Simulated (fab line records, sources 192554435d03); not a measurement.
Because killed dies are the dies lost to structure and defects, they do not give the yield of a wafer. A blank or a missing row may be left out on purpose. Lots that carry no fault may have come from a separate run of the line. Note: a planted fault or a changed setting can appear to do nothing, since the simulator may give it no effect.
fab line records	flow n5_finfet
[record] lots = 9	wafers = 27	last_day = 18
route steps=1938 shown HKMG_FIN@389 BEOL_M4@1111
lots that met no fault: taken from a fault-free run of the same line
start_h: hours from the record's first day to the start of the lot's first wafer shown	wait_h: time in hours since the lot's previous step	" the same as in the row above	L1.1+2: one row covering several wafers at once	- either no value or no given start	* or withheld: withheld	< > ~ a bound
route shown NAME@n: a module of which the file shows steps, and the number in the route of the first	usual: mean/standard deviation taken from wafers without a fault	same: alike in all rows	chamber/n: place in a boat	sites: readings site by site	_std_site: standard deviation of those values	_edge_site: outer sites' mean less inner sites'	radius_mm: how far each site lies from the wafer's centre	mask NAME#n: copy n	behind: tool/chamber where the wafer was last shaped	hold: reason for holding the lot/hours on hold/outcome of the hold	device: the n, p or np transistor that did not switch	end of line: tests run on the same wafers once the route is complete	a step given without rows: its recipe and nothing more	killed: dies lost to structure and defects at the first sort, not the wafer's yield	map: a wafer's dies, marking killed ones x, the rest . and places with no die _
set.NAME: the setting the step ran with; set.NAME@STEP: the setting that earlier step ran with	model.NAME: the simulator's own value behind a step, which no gauge read
one table for each step of the route and one row for each wafer, over a sample of lots
services: the hour from which a tool's chamber was out of use, counted from the record's first day as start_h (under 0 if before that day), plus the number of hours and why
[[steps]]
[step N5_HKMG_FIN_ALD_75]
[recipe] material = Al2O3	target_thk_a = 10	temp_c = 150	ald_precursor_family = TMA	ald_co_reactant = H2O	pulse_time_s = withheld	co_reactant_pulse_time_s = 1
[usual] heater_power_w = 142/8.4	precursor_pulse_height_rel = 0.998/0.018
lot.wafer	tool	chamber	start_h	wait_h	heater_power_w	precursor_pulse_height_rel
L976.2	ald_hk-01	1	75.20	0.0	120	1.019
L976.4	"	2	"	"	155	1.015
L976.6	"	3	"	"	137	0.994
L977.1	ald_hk-01	1	85.40	0.0	123	1.009
L977.4	"	2	"	"	154	1.004
L977.6	"	0	"	"	140	1.004
L978.3	ald_hk-01	1	87.87	0.0	122	0.995
L978.5	"	2	"	"	153	0.972
L978.6	"	3	"	"	136	0.996
L980.1	ald_hk-02	0	98.22	0.1	146	0.968
L980.3	"	2	"	"	152	0.993
L980.4	"	3	"	"	141	0.981
L989.1	ald_hk-03	2	149.96	0.0	141	1.011
L989.3	"	0	"	"	138	1.007
L989.6	"	0	"	"	140	1.016
L995.2	ald_hk-01	2	187.14	0.0	149	0.995
L995.3	"	0	"	"	136	1.012
L995.5	"	2	"	"	156	1.030
L996.1	ald_hk-02	0	190.87	0.0	142	1.014
L996.5	"	0	"	"	146	1.013
L996.6	"	3	"	"	144	0.980
L998.1	ald_hk-02	3	204.57	0.0	145	0.999
L998.2	"	2	"	"	152	1.020
L998.5	"	0	"	"	147	0.986
L999.2	ald_hk-02	1	210.68	0.0	142	0.998
L999.3	"	0	"	"	144	0.938
L999.5	"	1	"	"	142	0.979
[step N5_HKMG_FIN_STRIP_93]
[recipe] chemistry = N2/H2	material = SOC	time_s = 20	power_w = 500	temp_c = 40	pressure_mtorr = 50	rf_frequency_hz = 6e+07	bias_power_w = 8	h2_frac = 0.5	n2_flow_sccm = 300	h2_flow_sccm = 300
[usual] drypump_motor_current_A = 5.6/0.56	n2_flow_sccm = 300.0/0.83	oes_product_au = 0.76/0.08	rf_vpp_V = 54.1/0.92	showerhead_plenum_p_Torr = 3.33/0.083	throttle_valve_pct = 19.0/0.4
lot.wafer	tool	chamber	start_h	wait_h	drypump_motor_current_A	n2_flow_sccm	oes_product_au	rf_hours_counter_h	rf_vpp_V	showerhead_plenum_p_Torr	throttle_valve_pct
L976.2	rie_diel-01	2	76.36	0.2	6.5	300.6	0.92	28	54.9	3.41	18.2
L976.4	"	3	"	"	5.2	300.1	0.70	209	53.3	3.35	19.3
L976.6	"	0	"	"	4.9	299.5	0.84	-	53.5	3.27	18.9
L977.1	rie_diel-05	1	86.68	0.2	5.8	300.0	0.72	213	53.8	3.32	19.0
L977.4	"	2	"	"	5.5	299.4	0.67	217	55.3	3.47	19.3
L977.6	"	0	"	"	6.1	299.4	0.93	-	54.7	3.30	18.8
L978.3	rie_diel-05	1	89.15	0.2	5.8	300.1	0.72	213	55.3	3.32	19.0
L978.5	"	3	"	"	6.1	299.4	0.73	-	54.9	3.47	19.2
L978.6	"	2	"	"	5.5	299.2	0.69	-	54.1	3.47	19.3
L980.1	rie_diel-05	0	99.45	0.2	6.1	301.4	0.92	19	54.1	3.30	18.8
L980.3	"	2	"	"	5.5	299.8	0.68	221	53.1	3.47	19.3
L980.4	"	1	"	"	5.8	299.7	0.72	217	54.4	3.31	19.0
L989.1	rie_diel-06	1	152.02	0.2	4.9	299.0	0.78	142	54.6	3.24	18.9
L989.3	"	0	"	"	5.6	301.5	0.78	155	54.2	3.35	18.8
L989.6	"	1	"	"	4.9	298.5	0.77	-	53.5	3.24	18.9
L995.2	rie_diel-05	0	188.29	0.2	6.1	298.5	0.88	43	52.9	3.28	18.8
L995.3	"	3	"	"	6.1	301.1	0.72	204	54.1	3.46	19.3
L995.5	"	3	"	"	6.1	300.6	0.71	-	55.6	3.46	19.3
L996.1	rie_diel-05	0	192.20	0.2	6.1	299.3	0.88	44	54.0	3.28	18.8
L996.5	"	3	"	"	6.1	300.1	0.71	-	54.2	3.46	19.3
L996.6	"	2	"	"	5.5	300.0	0.65	-	54.3	3.45	19.3
L998.1	rie_diel-06	0	205.73	0.2	5.6	299.3	0.76	176	53.8	3.34	18.9
L998.2	"	1	"	"	4.9	300.2	0.75	164	53.7	3.23	19.0
L998.5	"	0	"	"	5.6	298.8	0.76	-	55.0	3.34	18.8
L999.2	rie_diel-01	2	212.11	0.2	6.4	300.0	0.83	80	54.3	3.38	18.3
L999.3	"	1	"	"	5.1	302.0	0.73	174	51.9	3.35	18.9
L999.5	"	0	"	"	5.0	299.9	0.78	-	54.5	3.25	19.0
[step N5_HKMG_FIN_PWFM_ALD_03]
[recipe] material = TiN	target_thk_a = 20	temp_c = 400	ald_precursor_family = TiCl4	ald_co_reactant = NH3	pulse_time_s = 1	purge_time_s = 3	co_reactant_purge_time_s = 2	co_reactant_pulse_time_s = 2	ald_cycles = 91	pressure_torr = 3
[usual] ald_cycles = 91/0	heater_power_w = 850/75	precursor_pulse_height_rel = 1.003/0.022
[same] pulse_time_s = 1
lot.wafer	tool	chamber	start_h	wait_h	ald_cycles	heater_power_w	precursor_pulse_height_rel
L976.2	ald_metal-04	3	78.16	0.0	91	951	1.039
L976.4	"	2	"	"	91	725	1.021
L976.6	"	3	"	"	91	979	1.008
L977.1	ald_metal-04	1	88.39	0.0	91	867	1.071
L977.4	"	3	"	"	91	959	0.992
L977.6	"	0	"	"	91	993	1.029
L978.3	ald_metal-04	1	90.87	0.0	101	888	1.035
L978.5	"	2	"	"	101	724	1.001
L978.6	"	3	"	"	101	951	0.994
L980.1	ald_metal-04	2	101.49	0.0	91	732	0.981
L980.3	"	3	"	"	101	954	1.012
L980.4	"	1	"	"	91	870	1.023
L989.1	ald_metal-01	3	153.73	0.0	91	854	1.005
L989.3	"	1	"	"	91	784	1.001
L989.6	"	3	"	"	91	863	1.018
L995.2	ald_metal-01	0	190.14	0.0	91	838	1.005
L995.3	"	2	"	"	91	775	1.010
L995.5	"	0	"	"	91	875	1.022
L996.1	ald_metal-01	3	194.04	0.0	91	865	0.993
L996.5	"	3	"	"	91	861	0.983
L996.6	"	0	"	"	91	844	1.002
L998.1	ald_metal-04	1	207.47	0.0	91	875	1.027
L998.2	"	1	"	"	91	875	0.958
L998.5	"	1	"	"	91	884	1.027
L999.2	ald_metal-02	2	213.95	0.0	91	936	1.008
L999.3	"	1	"	"	91	791	1.020
L999.5	"	0	"	"	91	829	0.992
[step N5_HKMG_FIN_DESCUM_17]
[recipe] chemistry = O2	time_s = 7.9	source_power_w = 50	bias_power_w = 20	pressure_mtorr = 20	rf_frequency_hz = 2.712e+07	temp_c = 40	resist = CAR-ArF	o2_flow_sccm = 225
[usual] drypump_motor_current_A = 5.6/0.55	oes_product_au = 0.77/0.08	rf_vpp_V = 242.9/1.2	showerhead_plenum_p_Torr = 2.08/0.049	throttle_valve_pct = 20.36/0.24
lot.wafer	tool	chamber	start_h	wait_h	drypump_motor_current_A	oes_product_au	rf_hours_counter_h	rf_vpp_V	showerhead_plenum_p_Torr	throttle_valve_pct
L976.2	rie_diel-01	0	79.38	0.4	4.9	0.86	70	242.3	2.05	20.57
L976.4	"	3	"	"	5.2	0.70	210	243.5	2.06	20.42
L976.6	"	1	"	"	5.1	0.77	-	244.4	2.08	20.22
L977.1	rie_diel-01	3	89.30	0.1	5.2	0.70	213	241.8	2.06	20.44
L977.4	"	2	"	"	6.4	0.90	33	244.2	2.14	19.92
L977.6	"	1	"	"	5.1	0.77	-	244.3	2.08	20.23
L978.3	rie_diel-06	0	92.09	0.3	5.6	0.80	133	243.1	2.10	20.34
L978.5	"	0	"	"	5.6	0.80	-	242.6	2.10	20.35
L978.6	"	1	"	"	4.9	0.79	-	241.5	2.03	20.78
L980.1	rie_diel-05	0	102.42	0.0	6.1	0.93	20	243.0	2.06	20.10
L980.3	"	1	"	"	5.7	0.72	218	241.4	2.07	20.49
L980.4	"	3	"	"	6.1	0.73	179	244.9	2.15	20.62
L989.1	rie_diel-06	1	155.05	0.6	4.9	0.77	143	240.8	2.02	20.81
L989.3	"	2	"	"	6.6	0.68	237	242.6	1.97	20.36
L989.6	"	0	"	"	5.6	0.77	-	243.5	2.09	20.38
L995.2	rie_diel-01	1	190.94	0.0	5.1	0.73	166	244.6	2.07	20.27
L995.3	"	0	"	"	4.9	0.81	113	242.3	2.03	20.61
L995.5	"	0	"	"	4.9	0.81	-	242.2	2.03	20.60
L996.1	rie_diel-01	2	194.97	0.0	6.4	0.84	74	242.9	2.12	19.98
L996.5	"	0	"	"	4.9	0.81	-	240.4	2.03	20.63
L996.6	"	2	"	"	6.4	0.84	-	243.4	2.12	19.97
L998.1	rie_diel-06	0	209.16	0.0	5.6	0.76	178	241.6	2.08	20.42
L998.2	"	1	"	"	4.9	0.75	165	241.8	2.01	20.84
L998.5	"	3	"	"	5.4	0.67	-	240.0	1.97	20.54
L999.2	rie_diel-05	1	215.17	0.5	5.8	0.70	254	242.3	2.06	20.55
L999.3	"	3	"	"	6.1	0.70	215	244.9	2.14	20.69
L999.5	"	3	"	"	6.0	0.71	-	244.0	2.14	20.66
[step N5_BEOL_M4_RC_MEAS_101]
[usual] DIBL_N = 36.0/1.8	DIBL_P = 36.3/2.4	IOFF_N = 0.16/0.035	IOFF_P = 0.21/0.036	IOFF_P_LIN = 0.098/0.013	ION_N = 673/13	ION_P = 461/7.2	SS_N = 71.4/0.6	SS_P = 73.2/0.7	VT_N = 250/4	VT_P = -250.9/2.9	VT_P_LONG = -276.3/2.5	VT_P_LVT = -99.7/2.8
lot.wafer	tool	chamber	start_h	wait_h	DIBL_N[mV/V]	DIBL_P[mV/V]	IOFF_N[nA/um]	IOFF_P[nA/um]	IOFF_P_LIN[nA/um]	ION_N[uA/um]	ION_P[uA/um]	SS_N[mV/dec]	SS_P[mV/dec]	VT_N[mV]	VT_P[mV]	VT_P_LONG[mV]	VT_P_LVT[mV]
L976.2	prober-01	0	159.93	0.2	40.9	41.0	0.27	0.32	0.140	695	472	72.0	74.4	240	-242.9	-273.4	-93.2
L976.4	"	0	"	"	39.8	39.5	0.23	0.29	0.130	695	474	72.1	74.1	245	-243.5	-272.6	-94.8
L976.6	"	0	"	"	36.5	35.0	0.16	0.23	0.109	669	465	71.2	72.4	252	-247.3	-271.4	-97.9
L977.1	prober-02	0	188.25	0.0	36.7	38.2	0.19	0.25	0.109	675	465	72.5	73.7	248	-248.4	-273.6	-94.9
L977.4	"	0	"	"	34.7	33.9	0.14	0.17	0.085	666	457	72.2	72.5	250	-252.9	-277.2	-100.1
L977.6	"	0	"	"	39.2	41.4	0.25	0.32	0.133	693	473	72.8	74.6	242	-245.7	-278.2	-91.3
L978.3	prober-01	0	191.50	0.3	36.3	37.4	0.16	0.28	0.132	683	474	71.5	73.8	248	-241.2	-271.4	-92.5
L978.5	"	0	"	"	35.8	37.5	0.16	0.29	0.135	672	480	70.7	72.9	250	-239.9	-270.7	-90.9
L978.6	"	0	"	"	38.5	40.0	0.23	0.34	0.154	702	488	71.8	73.9	245	-238.1	-269.5	-89.0
L980.1	prober-02	0	202.87	0.0	33.9	34.9	0.13	0.17	0.084	674	461	70.4	73.2	254	-250.4	-277.8	-100.5
L980.3	"	0	"	"	37.5	37.1	0.19	0.26	0.125	668	467	72.0	73.4	248	-243.0	-268.2	-91.8
L980.4	"	0	"	"	35.4	36.2	0.15	0.19	0.091	678	470	71.5	73.2	249	-250.7	-277.8	-99.7
L989.1	prober-01	0	250.12	0.0	35.5	34.8	0.15	0.20	0.096	685	470	71.1	72.8	250	-249.7	-273.1	-100.6
L989.3	"	0	"	"	33.3	33.1	0.12	0.18	0.090	669	456	70.8	72.4	252	-249.3	-274.4	-100.6
L989.6	"	0	"	"	35.3	34.6	0.15	0.19	0.096	677	462	70.9	72.5	251	-251.7	-274.9	-99.8
L995.2	prober-01	0	281.36	0.2	39.2	40.2	0.21	0.26	0.115	685	468	71.6	74.1	246	-249.3	-277.0	-96.0
L995.3	"	0	"	"	34.6	35.4	0.13	0.18	0.088	673	462	71.3	73.0	254	-252.8	-276.6	-101.4
L995.5	"	0	"	"	35.4	35.4	0.13	0.19	0.093	662	455	71.5	73.3	254	-252.0	-278.7	-100.6
L996.1	prober-02	0	286.98	0.0	36.0	35.9	0.15	0.20	0.096	675	461	71.1	74.0	252	-250.9	-278.5	-99.1
L996.5	"	0	"	"	33.0	32.7	0.11	0.16	0.081	668	459	70.9	73.1	253	-252.0	-279.0	-101.4
L996.6	"	0	"	"	37.4	36.6	0.16	0.21	0.097	667	457	71.4	73.7	253	-251.4	-279.6	-99.5
L999.2	prober-01	0	318.44	0.2	37.2	37.1	0.16	0.21	0.100	673	457	71.4	73.4	250	-252.4	-276.5	-101.0
L999.3	"	0	"	"	37.9	36.6	0.16	0.21	0.100	681	461	72.1	74.0	250	-252.9	-275.7	-102.3
L999.5	"	0	"	"	39.3	38.0	0.20	0.25	0.113	687	464	72.2	73.7	247	-246.7	-276.4	-98.5
L998.1	prober-02	0	319.72	0.0	37.5	39.3	0.18	0.24	0.108	691	475	71.0	73.8	246	-246.5	-273.7	-97.0
L998.2	"	0	"	"	37.7	39.7	0.18	0.25	0.115	680	471	72.0	74.1	247	-247.2	-273.7	-95.7
L998.5	"	0	"	"	36.6	38.0	0.16	0.23	0.105	685	474	71.1	73.4	246	-248.1	-273.3	-98.0
[[services]]
tool	chamber	start_h	hours	kind
ald_metal-01	-	54.21	8.7	pm
rie_diel-05	1	57.17	13.0	repair
ald_hk-02	-	61.63	2.2	repair
ald_metal-02	-	71.59	14.6	pm
rie_diel-06	0	82.08	7.0	repair
rie_diel-01	-	90.23	0.2	repair
ald_metal-02	2	104.32	27.5	repair
ald_hk-01	-	105.78	14.6	pm
ald_metal-01	-	111.61	2.8	pm
rie_diel-05	-	147.49	16.3	repair
ald_metal-02	2	152.01	47.3	repair
rie_diel-01	1	164.18	2.6	repair
ald_metal-02	-	165.23	2.8	pm
ald_metal-01	1	165.80	31.0	repair
ald_metal-02	0	168.46	3.2	repair
rie_diel-01	3	181.79	-	clean
rie_diel-01	3	181.79	-	consumable_replace:focus_ring
ald_metal-04	0	182.77	30.8	repair
ald_metal-04	2	188.80	22.7	repair
ald_metal-04	3	197.15	26.5	repair
rie_diel-05	2	197.50	-	clean
rie_diel-05	2	197.50	-	consumable_replace:focus_ring
rie_diel-05	2	197.50	21.7	scheduled_down
rie_diel-05	2	197.50	21.7	vent_cycle
[[key]]
[first_sign] step = N5_HKMG_FIN_PWFM_ALD_03	reading = ald_cycles	direction = up	sigmas = 99+	usual = *	struck = *
[effect] step = N5_BEOL_M4_RC_MEAS_101	reading = VT_P	direction = up	sigmas = 3.6	usual = -250.9	struck = -240.6
[effect] step = N5_BEOL_M4_RC_MEAS_101	reading = IOFF_P_LIN	direction = up	sigmas = 3.1	usual = 0.098	struck = 0.136
[effect] step = N5_BEOL_M4_RC_MEAS_101	reading = VT_P_LVT	direction = up	sigmas = 3.1	usual = -99.7	struck = -91.1
[effect] step = N5_BEOL_M4_RC_MEAS_101	reading = VT_P_LONG	direction = up	sigmas = 2.6	usual = -276.3	struck = -269.9
[effect] step = N5_BEOL_M4_RC_MEAS_101	reading = IOFF_P	direction = up	sigmas = 2.4	usual = 0.21	struck = 0.29	wafers_moved = 1
[effect] step = N5_BEOL_M4_RC_MEAS_101	reading = ION_P	direction = up	sigmas = 2.2	usual = 461	struck = 477
met_at N5_HKMG_FIN_PWFM_ALD_03
struck_lots L978,L980
struck_wafers L978.3,L978.5,L978.6,L980.3
not_acting_at N5_HKMG_FIN_ALD_75,N5_HKMG_FIN_STRIP_93,N5_HKMG_FIN_DESCUM_17
onset_between 88.39 90.87
[fault] kind = process_parameter_drift	tool = ald_metal-04	chamber = -	onset_h = 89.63	steps = N5_HKMG_FIN_PWFM_ALD_03	channel = ald_cycles	offset = *	shape = step	end_h = 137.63	scope = struck_wafers_only	acts_in = *	stated = *
